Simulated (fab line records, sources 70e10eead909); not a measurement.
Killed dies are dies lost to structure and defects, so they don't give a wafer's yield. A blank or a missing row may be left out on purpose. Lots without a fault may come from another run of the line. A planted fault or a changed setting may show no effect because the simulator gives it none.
fab line records | flow nand_harc
record lots=11 wafers=33 last_day=24
route steps=1159 shown A_M1@1056 A_BONDPAD@1076 END@1159
lots that met no fault: from a run of the same line without faults
start_h: hours from the record's first day to the start of the lot's first wafer shown | wait_h: hours since the lot's step before | " the same as in the row above | L1.1+2: a row that stands for several wafers | - no value, or no start given | * or withheld: withheld | < > ~ a bound
route shown NAME@n: a module of which the file shows steps, and the number in the route of the first | usual: mean/standard deviation of fault-free wafers | same: alike in all rows | chamber/n: place in a boat | sites: the reading at each site | _std_site: their standard deviation | _edge_site: outer sites' mean less inner sites' | radius_mm: how far each site lies from the wafer's centre | mask NAME#n: copy n | behind: the tool/chamber that last shaped the wafer | hold: why the lot was held/for how many hours/how that ended | device: the transistor (n, p or np) that didn't switch | end of line: the same wafers' tests at the end of the route | a step without rows: its recipe alone | killed: dies lost to structure and defects at the first sort, not the wafer's yield | map: a wafer's dies, x killed, . not, _ none there
set.NAME: the setting as run; set.NAME@STEP: as run at that earlier step | model.NAME: the simulator's own value behind a step, which no gauge read
steps of the route over a sample of lots; a table a step, a row a wafer
services: from which hour (start_h, from the record's first day; less than 0 if before it) a tool's chamber was out of use, for how many hours, and why
## steps
# step NHARC_A_M1_INSPECT_27
# usual raw_defect_count=475/140
# columns lot.wafer tool chamber start_h wait_h raw_defect_count
L441.3 defect_inspect-02 - 406.39 0.0 302
L441.5 " - " " 240
L441.6 " - " " 270
L442.2 defect_inspect-02 - 408.80 0.0 369
L442.3 " - " " 436
L442.5 " - " " 385
L444.2 defect_inspect-01 - 411.24 0.0 427
L444.3 " - " " 310
L444.5 " - " " 343
L443.2 defect_inspect-01 - 412.08 0.0 371
L443.5 " - " " 338
L443.6 " - " " 299
L445.2 defect_inspect-02 - 432.68 0.0 582
L445.3 " - " " 410
L445.6 " - " " 384
L446.1 defect_inspect-02 - 444.57 0.0 760
L446.4 " - " " 411
L446.6 " - " " 579
L448.1 defect_inspect-02 - 462.35 0.0 395
L448.4 " - " " 415
L448.6 " - " " 390
L447.2 defect_inspect-02 - 462.98 0.0 716
L447.4 " - " " 531
L447.5 " - " " 457
L455.1 defect_inspect-01 - 482.63 0.0 357
L455.2 " - " " 348
L455.4 " - " " 480
L456.2 defect_inspect-02 - 509.49 0.0 1021
L456.4 " - " " 433
L456.5 " - " " 457
L461.2 defect_inspect-02 - 545.52 0.0 374
L461.4 " - " " 480
L461.6 " - " " 431
# step NHARC_A_M1_PRE_CLEAN_32
# recipe time_s=12 temp_c=370 rf_power_w=300 gas=NH3
# usual heater_power_w=656/64
# same time_s=12
# columns lot.wafer tool chamber start_h wait_h heater_power_w
L441.3 pecvd-04 1 406.46 0.1 675
L441.6 " 1 " " 687
L441.5 " 0 " " 687
L442.3 pecvd-04 2 408.87 0.1 730
L442.2 " 1 " " 725
L442.5 " 0 " " 608
L444.2 pecvd-01 2 411.32 0.1 614
L444.3 " 0 " " 802
L444.5 " 1 " " 619
L443.2 pecvd-01 1 412.17 0.1 583
L443.5 " 0 " " 818
L443.6 " 1 " " 580
L445.2 pecvd-03 1 432.75 0.1 550
L445.3 " 2 " " 568
L445.6 " 0 " " 655
L446.1 pecvd-04 0 444.73 0.2 649
L446.6 " 1 " " 631
L446.4 " 0 " " 652
L448.1 pecvd-01 1 462.45 0.1 633
L448.6 " 2 " " 597
L448.4 " 0 " " 736
L447.2 pecvd-01 1 463.07 0.1 635
L447.5 " 2 " " 646
L447.4 " 1 " " 631
L455.1 pecvd-01 2 482.72 0.1 671
L455.2 " 0 " " 740
L455.4 " 1 " " 640
L456.2 pecvd-01 2 509.55 0.1 659
L456.5 " 0 " " 726
L456.4 " 1 " " 582
L461.2 pecvd-03 1 545.59 0.1 615
L461.4 " 1 " " 594
L461.6 " 0 " " 637
# step NHARC_A_BONDPAD_ETCH_34
# recipe target_depth_a=600 overetch_a=180 time_s=65.91 ion_energy_ev=200 n2_flow_sccm=150 h2_flow_sccm=150 ar_flow_sccm=0 rf_w=400 bias_w=150 chemistry=N2/H2
# usual drypump_motor_current_A=5.6/0.63 oes_product_au=0.999/0.0073 rf_fwd_power_W=395.8/1.9 rf_vpp_V=430.3/2.5 showerhead_plenum_p_Torr=2.03/0.084 throttle_valve_pct=14.170/0.0089
# same time_s=65.91
# columns lot.wafer tool chamber start_h wait_h drypump_motor_current_A oes_product_au rf_fwd_power_W rf_hours_counter_h rf_vpp_V showerhead_plenum_p_Torr throttle_valve_pct
L441.3 rie_diel-04 1 408.61 0.1 5.7 1.000 395.5 20 429.5 2.04 14.167
L441.5 " 1 " " 5.7 1.000 397.5 - 429.5 2.04 14.179
L441.6 " 2 " " 6.6 1.005 397.0 - 427.7 1.94 14.172
L442.3 rie_diel-01 3 411.05 0.1 5.0 1.003 395.2 40 433.9 2.20 14.179
L442.2 " 0 " " 5.6 1.007 397.2 39 428.2 1.94 14.168
L442.5 " 1 " " 6.0 1.004 398.3 - 433.1 2.11 14.171
L444.3 rie_diel-01 0 413.49 0.1 5.6 1.016 395.4 40 427.7 1.94 14.175
L444.2 " 1 " " 6.0 1.005 397.5 39 431.7 2.11 14.169
L444.5 " 2 " " 5.4 1.010 397.7 - 426.8 1.91 14.155
L443.2 rie_diel-04 0 414.22 0.1 5.8 1.007 396.9 21 434.3 2.12 14.176
L443.5 " 3 " " 5.3 1.007 395.6 - 433.0 2.15 14.174
L443.6 " 0 " " 5.7 1.013 397.5 - 433.5 2.12 14.172
L445.2 rie_diel-07 2 434.91 0.1 6.5 1.005 395.5 1 430.8 2.02 14.174
L445.3 " 3 " " 5.4 0.998 393.7 1 431.6 2.06 14.162
L445.6 " 1 " " 4.7 1.002 396.2 - 425.6 1.90 14.173
L446.4 rie_diel-07 3 446.86 0.1 5.4 0.986 394.6 1 431.2 2.06 14.171
L446.1 " 2 " " 6.5 0.990 394.0 1 428.9 2.02 14.177
L446.6 " 0 " " 6.0 0.992 395.0 - 432.9 2.09 14.174
L448.4 rie_diel-07 1 464.48 0.1 4.7 0.987 398.2 2 427.4 1.90 14.167
L448.1 " 2 " " 6.5 0.997 393.5 2 430.1 2.02 14.176
L448.6 " 3 " " 5.4 0.995 393.8 - 430.3 2.06 14.169
L447.4 rie_diel-07 0 465.21 0.1 6.0 0.994 397.0 2 432.6 2.09 14.178
L447.2 " 2 " " 6.5 0.989 391.7 2 428.8 2.02 14.172
L447.5 " 0 " " 6.0 0.984 398.1 - 433.5 2.09 14.184
L455.2 rie_diel-07 0 484.80 0.1 6.0 0.992 396.8 2 431.9 2.09 14.157
L455.4 " 2 " " 6.5 1.003 391.9 2 429.3 2.02 14.147
L455.1 " 3 " " 5.4 0.998 392.8 2 432.5 2.06 14.170
L456.4 rie_diel-07 2 512.22 0.5 6.5 0.991 393.2 3 429.7 2.02 14.163
L456.2 " 0 " " 6.0 0.996 397.1 3 432.7 2.09 14.186
L456.5 " 3 " " 5.4 0.984 394.0 - 431.3 2.06 14.180
L461.4 rie_diel-01 1 547.82 0.1 6.0 0.994 398.4 18 432.6 2.09 14.159
L461.2 " 2 " " 5.4 0.992 398.6 17 427.2 1.90 14.172
L461.6 " 1 " " 6.0 0.998 398.5 - 431.9 2.09 14.156
# step NHARC_A_BONDPAD_ETCH_12
# recipe target_depth_a=2200 time_s=110 chf3_flow_sccm=50 o2_flow_sccm=10 ar_flow_sccm=200 rf_w=500 bias_w=200 chemistry=CHF3/O2
# usual drypump_motor_current_A=5.6/0.63 oes_product_au=0.948/0.021 rf_fwd_power_W=496.5/2.1 rf_vpp_V=370.3/2.1 showerhead_plenum_p_Torr=2.39/0.091 throttle_valve_pct=20.572/0.0081
# same time_s=110
# columns lot.wafer tool chamber start_h wait_h drypump_motor_current_A oes_product_au rf_fwd_power_W rf_hours_counter_h rf_vpp_V showerhead_plenum_p_Torr throttle_valve_pct
L441.3 rie_diel-04 1 408.72 - 5.7 0.927 495.4 20 370.8 2.40 20.584
L441.5 " 3 " " 5.3 0.930 494.3 - 372.1 2.52 20.565
L441.6 " 0 " " 5.7 0.926 498.5 - 373.0 2.49 20.576
L442.2 rie_diel-01 1 411.16 - 6.0 0.941 498.5 37 372.4 2.48 20.562
L442.3 " 2 " " 5.4 0.965 497.4 25 369.4 2.26 20.560
L442.5 " 1 " " 5.9 0.953 497.0 - 371.8 2.48 20.579
L444.2 rie_diel-01 1 413.70 - 5.9 0.930 501.9 39 372.5 2.48 20.571
L444.3 " 3 " " 5.1 0.935 493.5 42 374.7 2.58 20.569
L444.5 " 1 " " 6.0 0.921 499.1 - 372.8 2.48 20.571
L443.2 rie_diel-04 0 414.33 - 5.7 0.928 494.6 21 373.1 2.49 20.562
L443.6 " 1 " " 5.7 0.919 495.4 - 370.8 2.40 20.577
L443.5 " 2 " " 6.6 0.920 498.0 - 368.0 2.29 20.569
L445.3 rie_diel-07 1 435.00 - 4.7 0.977 501.7 1 367.5 2.25 20.568
L445.2 " 3 " " 5.4 0.960 494.8 1 371.5 2.42 20.572
L445.6 " 1 " " 4.7 0.971 500.2 - 366.7 2.25 20.574
L446.1 rie_diel-07 2 446.96 - 6.5 0.948 492.3 1 370.0 2.38 20.570
L446.4 " 0 " " 6.0 0.967 498.0 1 371.3 2.46 20.561
L446.6 " 2 " " 6.5 0.943 494.0 - 368.7 2.38 20.553
L448.4 rie_diel-07 1 464.57 - 4.7 0.967 497.9 2 368.2 2.25 20.585
L448.1 " 3 " " 5.4 0.952 495.2 2 371.5 2.42 20.570
L448.6 " 0 " " 6.0 0.947 497.1 - 371.8 2.46 20.569
L447.2 rie_diel-07 3 465.29 - 5.4 0.944 497.3 2 370.7 2.42 20.576
L447.4 " 2 " " 6.5 0.971 495.8 2 370.7 2.38 20.564
L447.5 " 0 " " 6.0 0.952 496.6 - 371.0 2.46 20.577
L455.1 rie_diel-07 1 484.89 - 4.7 0.965 496.8 2 367.1 2.25 20.565
L455.4 " 2 " " 6.5 0.952 496.4 2 369.8 2.38 20.564
L455.2 " 3 " " 5.4 0.970 493.1 2 372.5 2.42 20.567
L456.4 rie_diel-07 0 512.31 - 6.0 1.138 697.9 3 371.5 2.46 20.570
L456.2 " 2 " " 6.5 0.919 492.7 3 369.6 2.38 20.569
L456.5 " 1 " " 4.7 0.938 495.6 - 367.7 2.25 20.586
L461.2 rie_diel-01 2 547.92 - 5.4 0.925 498.7 17 367.7 2.25 20.556
L461.4 " 0 " " 5.6 0.924 494.2 18 367.4 2.28 20.554
L461.6 " 3 " " 5.0 0.922 497.7 - 373.4 2.56 20.585
# step NHARC_END_SORT_01
# recipe temp_c=25
# usual defect_limited_yield=95.2/1.4 killed_at_array=28/8.9 killed_at_other=0.8/1.2 killed_at_periphery=3.3/2.3 killed_dies=32/9.4 killed_open=3.2/1.8 killed_short=1.9/1.4 sort_bin_2_pct=1.4/0.56 sort_bin_3_pct=0.26/0.21 sort_bin_4_pct=3.1/1 sort_n_pass=645/9.4 sort_rim_yield_pct=95.7/2.4 sort_yield_pct=95.2/1.4
# same gross_dies=677 sort_bin_5_pct[%]=0 sort_bin_6_pct[%]=0 sort_bin_7_pct[%]=0 sort_bin_8_pct[%]=0 sort_rim_n_gross=106.00
# columns lot.wafer tool chamber start_h wait_h defect_limited_yield[%] killed_at_array killed_at_other killed_at_periphery killed_dies killed_open killed_short sort_bin_2_pct[%] sort_bin_3_pct[%] sort_bin_4_pct[%] sort_n_pass sort_rim_yield_pct[%] sort_yield_pct[%]
L442.2 prober-02 0 449.58 2.8 97.9 11 0 3 14 4 3 0.6 0.15 1.3 663 98.1 97.9
L442.3 prober-02 0 450.40 3.1 98.4 10 0 1 11 1 2 0.4 0.15 1.0 666 97.2 98.4
L442.5 prober-02 0 452.04 3.8 97.5 16 0 1 17 1 5 0.7 0.30 1.5 660 94.3 97.5
L441.3 prober-01 0 450.35 3.1 96.9 19 1 1 21 3 0 0.7 0.30 2.1 656 96.2 96.9
L441.5 prober-01 0 451.94 3.7 96.5 19 0 5 24 3 0 0.7 0.15 2.7 653 97.2 96.5
L441.6 prober-01 0 452.74 4.0 96.5 19 0 5 24 4 1 1.5 0.15 1.9 653 95.3 96.5
L444.2 prober-01 0 457.36 2.8 94.8 32 1 2 35 9 1 1.6 0.15 3.4 642 97.2 94.8
L444.3 prober-01 0 458.15 3.1 94.8 30 1 4 35 5 4 1.0 0.15 4.0 642 97.2 94.8
L444.5 prober-01 0 459.71 3.6 95.6 30 0 0 30 1 0 1.3 0.30 2.8 647 96.2 95.6
L443.2 prober-02 0 457.44 2.8 96.5 17 1 6 24 8 5 0.9 0 2.7 653 93.4 96.5
L443.5 prober-02 0 459.83 3.7 97.6 14 0 2 16 3 1 0.6 0.30 1.5 661 98.1 97.6
L443.6 prober-02 0 460.63 4.0 97.6 14 0 2 16 1 1 0.4 0 1.9 661 100.0 97.6
L445.2 prober-02 0 467.78 2.8 96.6 19 0 4 23 2 2 1.0 0 2.4 654 93.4 96.6
L445.3 prober-02 0 468.59 3.1 95.0 26 1 7 34 1 1 2.1 0.44 2.5 643 94.3 95.0
L445.6 prober-02 0 471.02 4.0 95.9 20 0 8 28 4 2 2.4 0.30 1.5 649 98.1 95.9
L446.1 prober-01 0 477.08 2.5 96.9 20 0 1 21 1 1 1.0 0.15 1.9 656 100.0 96.9
L446.4 prober-01 0 479.45 3.4 97.2 16 1 2 19 1 2 0.6 0.44 1.8 658 98.1 97.2
L446.6 prober-01 0 481.03 4.0 96.8 20 0 2 22 2 2 1.0 0.15 2.1 655 94.3 96.8
L448.1 prober-02 0 494.77 2.5 96.0 23 0 4 27 2 5 1.5 0.15 2.4 650 98.1 96.0
L448.4 prober-02 0 497.17 3.4 94.8 28 0 7 35 5 2 1.8 0.15 3.2 642 99.1 94.8
L448.6 prober-02 0 498.78 4.0 97.0 17 0 3 20 5 0 0.9 0.15 1.9 657 96.2 97.0
L447.2 prober-02 0 503.40 2.8 94.8 31 0 4 35 4 0 1.6 0.15 3.4 642 98.1 94.8
L447.4 prober-02 0 505.02 3.4 92.8 48 0 1 49 3 1 2.2 0.44 4.6 628 95.3 92.8
L447.5 prober-02 0 505.83 3.7 94.1 38 0 2 40 3 2 1.8 0.30 3.8 637 96.2 94.1
L455.1 prober-01 0 517.53 2.5 94.7 35 0 1 36 4 3 1.8 0.44 3.1 641 95.3 94.7
L455.2 prober-01 0 518.32 2.8 95.6 24 2 4 30 5 2 1.3 0.44 2.7 647 96.2 95.6
L455.4 prober-01 0 519.91 3.4 94.7 33 1 2 36 4 5 1.8 0.30 3.2 641 99.1 94.7
L456.2 prober-02 0 546.08 2.8 93.4 37 0 8 45 7 2 1.2 0.30 5.2 632 91.5 93.4
L456.4 prober-02 0 547.68 3.4 96.8 21 0 1 22 0 0 0.7 0.15 2.4 655 97.2 96.8
L456.5 prober-02 0 548.48 3.7 93.1 45 0 2 47 3 1 2.4 0.30 4.3 630 93.4 93.1
L461.2 prober-02 0 581.56 2.8 94.5 35 0 2 37 1 3 1.6 0.15 3.7 640 95.3 94.5
L461.4 prober-02 0 583.17 3.4 93.4 43 0 2 45 6 2 3.0 0.15 3.5 632 96.2 93.4
L461.6 prober-02 0 584.77 4.0 94.7 34 0 2 36 2 0 1.5 0.30 3.5 641 91.5 94.7
# killed by level:class
L442.2 P_CONTACT:geometric_particle:open=2 A_CHANNEL_HOLE_D1:chamber_film_flake=2 A_SLIT:unspecified=2 P_M0:geometric_particle:short=1 A_WL_FILL:geometric_particle:short=1 A_CONTACT:geometric_particle:open=1 A_BLC:geometric_particle:open=1 A_M0:geometric_particle:short=1
L441.3 A_SLIT:chamber_film_flake=10 A_CHANNEL_FILL_D1:chamber_film_flake=2 A_CHANNEL_HOLE_D1:geometric_particle:open=1 A_CHANNEL_FILL_D1:geometric_particle:open=1 A_BLC:geometric_particle:open=1 P_STI:chamber_film_flake=1 A_CHANNEL_HOLE_D1:chamber_film_flake=1 A_WL_FILL:chamber_film_flake=1
L442.3 A_CHANNEL_HOLE_D1:chamber_film_flake=3 A_SLIT:chamber_film_flake=2 A_ONON_D1:geometric_particle:short=1 A_WL_FILL:geometric_particle:short=1 A_CONTACT:geometric_particle:open=1 P_ZERO_WELL:chamber_film_flake=1 A_STAIRCASE:chamber_film_flake=1 A_SLIT:unspecified=1
L441.5 A_SLIT:chamber_film_flake=13 A_CHANNEL_FILL_D1:chamber_film_flake=3 A_WL_FILL:chamber_film_flake=3 P_CONTACT:geometric_particle:open=2 P_M1:geometric_particle:open=1 P_STI:chamber_film_flake=1 P_M1:chamber_film_flake=1
L442.5 A_STAIRCASE:chamber_film_flake=4 A_WL_FILL:geometric_particle:short=3 A_CHANNEL_FILL_D1:chamber_film_flake=3 P_CONTACT:geometric_particle:short=1 A_ONON_D1:geometric_particle:open=1 A_SLIT:geometric_particle:short=1 A_CHANNEL_HOLE_D1:chamber_film_flake=1 A_SLIT:unspecified=1
L441.6 A_SLIT:chamber_film_flake=10 P_M1:chamber_film_flake=2 A_CONTACT:chamber_film_flake=2 P_M0:geometric_particle:open=1 A_CHANNEL_FILL_D1:geometric_particle:open=1 A_CONTACT:geometric_particle:open=1 A_CONTACT:geometric_particle:short=1 A_M0:geometric_particle:open=1
L444.2 A_CHANNEL_HOLE_D1:chamber_film_flake=12 A_CONTACT:chamber_film_flake=5 A_CHANNEL_FILL_D1:geometric_particle:open=3 A_SLIT:chamber_film_flake=3 A_BLC:geometric_particle:open=2 A_STAIRCASE:chamber_film_flake=2 P_M0:geometric_particle:open=1 P_M1:geometric_particle:open=1
L443.2 A_STAIRCASE:chamber_film_flake=3 A_CONTACT:geometric_particle:open=2 A_BLC:geometric_particle:short=2 A_CHANNEL_HOLE_D1:chamber_film_flake=2 P_CONTACT:geometric_particle:open=1 P_M0:geometric_particle:open=1 P_M0:geometric_particle:short=1 A_CHANNEL_FILL_D1:geometric_particle:short=1
L444.3 A_CHANNEL_HOLE_D1:chamber_film_flake=11 A_SLIT:chamber_film_flake=9 A_CONTACT:chamber_film_flake=3 P_GATE:geometric_particle:short=1 P_CONTACT:geometric_particle:open=1 P_M0:geometric_particle:open=1 A_ONON_D1:geometric_particle:open=1 A_STAIRCASE:geometric_particle:short=1
L444.5 A_CHANNEL_HOLE_D1:chamber_film_flake=16 A_SLIT:chamber_film_flake=10 A_CONTACT:chamber_film_flake=2 A_WL_FILL:geometric_particle:open=1 A_WL_FILL:chamber_film_flake=1
L443.5 A_STAIRCASE:chamber_film_flake=3 A_CONTACT:chamber_film_flake=3 P_GATE:chamber_film_flake=2 A_BONDPAD:chamber_film_flake=2 A_SOURCE_PLATE:geometric_particle:open=1 A_SGD_CUT:geometric_particle:short=1 A_CONTACT:geometric_particle:open=1 A_BLC:geometric_particle:open=1
L443.6 A_CONTACT:chamber_film_flake=5 A_BONDPAD:chamber_film_flake=3 A_CHANNEL_HOLE_D1:chamber_film_flake=2 A_STAIRCASE:chamber_film_flake=2 P_CONTACT:geometric_particle:open=1 A_WL_FILL:geometric_particle:short=1 P_GATE:chamber_film_flake=1 A_SLIT:chamber_film_flake=1
L445.2 A_CHANNEL_HOLE_D1:chamber_film_flake=10 A_ZERO_WELL:chamber_film_flake=4 A_STAIRCASE:chamber_film_flake=3 P_GATE:chamber_film_flake=2 P_GATE:geometric_particle:open=1 P_M0:geometric_particle:short=1 A_WL_FILL:geometric_particle:short=1 A_CONTACT:geometric_particle:open=1
L445.3 A_CHANNEL_HOLE_D1:chamber_film_flake=17 A_ZERO_WELL:chamber_film_flake=4 P_GATE:chamber_film_flake=3 A_STAIRCASE:chamber_film_flake=2 P_CONTACT:geometric_particle:open=1 P_M1:geometric_particle:short=1 P_ZERO_WELL:chamber_film_flake=1 P_BONDPAD:chamber_film_flake=1
L445.6 A_CHANNEL_HOLE_D1:chamber_film_flake=15 P_GATE:chamber_film_flake=4 P_GATE:geometric_particle:open=1 P_CONTACT:geometric_particle:open=1 A_CHANNEL_FILL_D1:geometric_particle:short=1 A_SGD_CUT:geometric_particle:open=1 A_CONTACT:geometric_particle:open=1 A_M1:geometric_particle:short=1
L446.1 A_CHANNEL_HOLE_D1:chamber_film_flake=6 A_SLIT:chamber_film_flake=6 A_CONTACT:chamber_film_flake=5 A_CONTACT:geometric_particle:open=1 A_M1:geometric_particle:short=1 P_ZERO_WELL:chamber_film_flake=1 A_STAIRCASE:chamber_film_flake=1
L446.4 A_SLIT:chamber_film_flake=10 A_CONTACT:chamber_film_flake=2 A_BLC:geometric_particle:open=1 A_BONDPAD:geometric_particle:short=1 P_ZERO_WELL:chamber_film_flake=1 P_GATE:chamber_film_flake=1 STARTING-WAFER:geometric_particle:short=1 A_ZERO_WELL:chamber_film_flake=1
L446.6 A_SLIT:chamber_film_flake=8 A_CONTACT:chamber_film_flake=3 P_ZERO_WELL:chamber_film_flake=2 A_CHANNEL_HOLE_D1:chamber_film_flake=2 A_ONON_D1:geometric_particle:short=1 A_CHANNEL_HOLE_D1:geometric_particle:open=1 A_WL_FILL:geometric_particle:short=1 A_M0:geometric_particle:open=1
L448.1 A_CHANNEL_HOLE_D1:chamber_film_flake=17 P_GATE:geometric_particle:short=1 P_CONTACT:geometric_particle:open=1 A_ONON_D1:geometric_particle:short=1 A_CHANNEL_HOLE_D1:geometric_particle:short=1 A_CHANNEL_FILL_D1:geometric_particle:short=1 A_WL_FILL:geometric_particle:short=1 A_WL_FILL:geometric_particle:open=1
L448.4 A_CHANNEL_HOLE_D1:chamber_film_flake=17 A_STAIRCASE:chamber_film_flake=3 P_CONTACT:geometric_particle:short=2 A_CONTACT:geometric_particle:open=2 A_CONTACT:chamber_film_flake=2 P_M0:geometric_particle:open=1 A_ONON_D1:geometric_particle:open=1 A_WL_FILL:geometric_particle:open=1
L448.6 A_CHANNEL_HOLE_D1:chamber_film_flake=10 P_STI:geometric_particle:open=1 A_CHANNEL_HOLE_D1:geometric_particle:open=1 A_CHANNEL_FILL_D1:geometric_particle:open=1 A_WL_FILL:geometric_particle:open=1 A_CONTACT:geometric_particle:open=1 P_ZERO_WELL:chamber_film_flake=1 P_M0:chamber_film_flake=1
L447.2 A_SLIT:chamber_film_flake=13 A_CHANNEL_HOLE_D1:chamber_film_flake=12 A_CONTACT:geometric_particle:open=2 A_STAIRCASE:chamber_film_flake=2 P_M0:geometric_particle:open=1 A_WL_FILL:geometric_particle:open=1 P_ZERO_WELL:chamber_film_flake=1 P_GATE:chamber_film_flake=1
L447.4 A_CHANNEL_HOLE_D1:chamber_film_flake=21 A_SLIT:chamber_film_flake=14 A_STAIRCASE:chamber_film_flake=3 A_CONTACT:chamber_film_flake=3 A_WL_FILL:chamber_film_flake=2 A_SOURCE_PLATE:geometric_particle:open=1 A_SGD_CUT:geometric_particle:open=1 A_WL_FILL:geometric_particle:open=1
L447.5 A_CHANNEL_HOLE_D1:chamber_film_flake=18 A_SLIT:chamber_film_flake=11 A_CONTACT:chamber_film_flake=3 P_M0:geometric_particle:open=2 A_WL_FILL:geometric_particle:short=2 A_CONTACT:geometric_particle:open=1 A_ZERO_WELL:chamber_film_flake=1 A_CHANNEL_FILL_D1:chamber_film_flake=1
L455.1 A_CHANNEL_HOLE_D1:chamber_film_flake=19 A_STAIRCASE:chamber_film_flake=6 A_CONTACT:chamber_film_flake=3 A_ONON_D1:geometric_particle:short=2 A_CONTACT:geometric_particle:open=2 A_SOURCE_PLATE:geometric_particle:open=1 A_CHANNEL_FILL_D1:geometric_particle:short=1 A_STAIRCASE:geometric_particle:open=1
L455.2 A_CHANNEL_HOLE_D1:chamber_film_flake=12 A_STAIRCASE:chamber_film_flake=3 A_CHANNEL_FILL_D1:geometric_particle:open=2 A_CONTACT:chamber_film_flake=2 THIN_TSV:chamber_film_flake=2 P_CONTACT:geometric_particle:short=1 P_CONTACT:geometric_particle:open=1 A_SOURCE_PLATE:geometric_particle:open=1
L455.4 A_CHANNEL_HOLE_D1:chamber_film_flake=21 A_STAIRCASE:chamber_film_flake=5 A_ONON_D1:geometric_particle:open=2 A_CHANNEL_FILL_D1:geometric_particle:short=2 P_CONTACT:geometric_particle:short=1 A_CHANNEL_HOLE_D1:geometric_particle:open=1 A_WL_FILL:geometric_particle:short=1 A_WL_FILL:geometric_particle:open=1
L456.2 A_SLIT:chamber_film_flake=16 A_STAIRCASE:chamber_film_flake=6 A_CONTACT:chamber_film_flake=6 P_M1:chamber_film_flake=3 P_CONTACT:geometric_particle:open=2 A_CONTACT:geometric_particle:open=2 P_ZERO_WELL:chamber_film_flake=2 A_SOURCE_PLATE:geometric_particle:short=1
L456.4 A_SLIT:chamber_film_flake=11 A_CONTACT:chamber_film_flake=6 A_CHANNEL_HOLE_D1:chamber_film_flake=2 P_ZERO_WELL:chamber_film_flake=1 A_CHANNEL_FILL_D1:chamber_film_flake=1 A_STAIRCASE:chamber_film_flake=1
L456.5 A_SLIT:chamber_film_flake=22 A_CHANNEL_HOLE_D1:chamber_film_flake=7 A_CONTACT:chamber_film_flake=6 A_STAIRCASE:chamber_film_flake=5 A_SOURCE_PLATE:geometric_particle:open=1 A_SOURCE_PLATE:geometric_particle:short=1 A_WL_FILL:geometric_particle:open=1 A_M0:geometric_particle:open=1
L461.2 A_SLIT:chamber_film_flake=18 A_CHANNEL_HOLE_D1:chamber_film_flake=7 A_CONTACT:chamber_film_flake=5 A_BLC:chamber_film_flake=2 P_CONTACT:geometric_particle:short=1 A_SGD_CUT:geometric_particle:short=1 A_M0:geometric_particle:open=1 A_M1:geometric_particle:short=1
L461.4 A_SLIT:chamber_film_flake=16 A_CONTACT:chamber_film_flake=9 A_BLC:chamber_film_flake=5 A_CHANNEL_HOLE_D1:chamber_film_flake=4 A_ONON_D1:geometric_particle:short=2 A_CONTACT:geometric_particle:open=2 A_BLC:geometric_particle:open=2 A_SGD_CUT:geometric_particle:open=1
L461.6 A_SLIT:chamber_film_flake=15 A_CHANNEL_HOLE_D1:chamber_film_flake=6 A_CONTACT:chamber_film_flake=5 A_BLC:chamber_film_flake=5 A_ONON_D1:geometric_particle:open=2 P_STI:chamber_film_flake=1 P_GATE:chamber_film_flake=1 A_STAIRCASE:chamber_film_flake=1
## services
# columns tool chamber start_h hours kind
rie_diel-07 0 384.20 - clean
rie_diel-07 1 384.20 - clean
rie_diel-07 2 384.20 - clean
rie_diel-07 3 384.20 - clean
rie_diel-04 - 393.64 0.7 repair
rie_diel-07 - 405.20 9.0 pm
rie_diel-07 0 405.20 9.0 vent_cycle
rie_diel-07 1 405.20 9.0 vent_cycle
rie_diel-07 2 405.20 9.0 vent_cycle
rie_diel-07 3 405.20 9.0 vent_cycle
rie_diel-07 0 414.20 - clean
rie_diel-07 1 414.20 - clean
rie_diel-07 2 414.20 - clean
pecvd-01 - 418.00 13.0 pm
pecvd-03 1 437.74 3.9 repair
rie_diel-01 0 453.61 3.1 repair
rie_diel-01 2 458.27 8.7 repair
rie_diel-04 - 465.95 9.0 pm
pecvd-03 - 481.46 13.0 pm
rie_diel-01 - 492.10 9.0 pm
pecvd-04 2 496.44 7.3 repair
rie_diel-07 2 504.59 4.4 repair
rie_diel-01 2 504.88 3.7 repair
rie_diel-04 - 523.29 0.9 repair
## key
first_sign step=NHARC_A_BONDPAD_ETCH_12 reading=rf_fwd_power_W direction=up sigmas=97 usual=* struck=*
effect step=NHARC_A_BONDPAD_ETCH_12 reading=oes_product_au direction=up sigmas=9.1 usual=0.948 struck=1.138
met_at NHARC_A_BONDPAD_ETCH_12
struck_lots L456
struck_wafers L456.4
not_acting_at NHARC_A_M1_INSPECT_27,NHARC_A_M1_PRE_CLEAN_32,NHARC_A_BONDPAD_ETCH_34
onset_between 465.29 512.31
fault kind=process_parameter_drift tool=rie_diel-07 chamber=0 onset_h=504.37 steps=NHARC_A_BONDPAD_ETCH_12 channel=rf_w offset=* shape=step end_h=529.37 acts_in=* stated=*
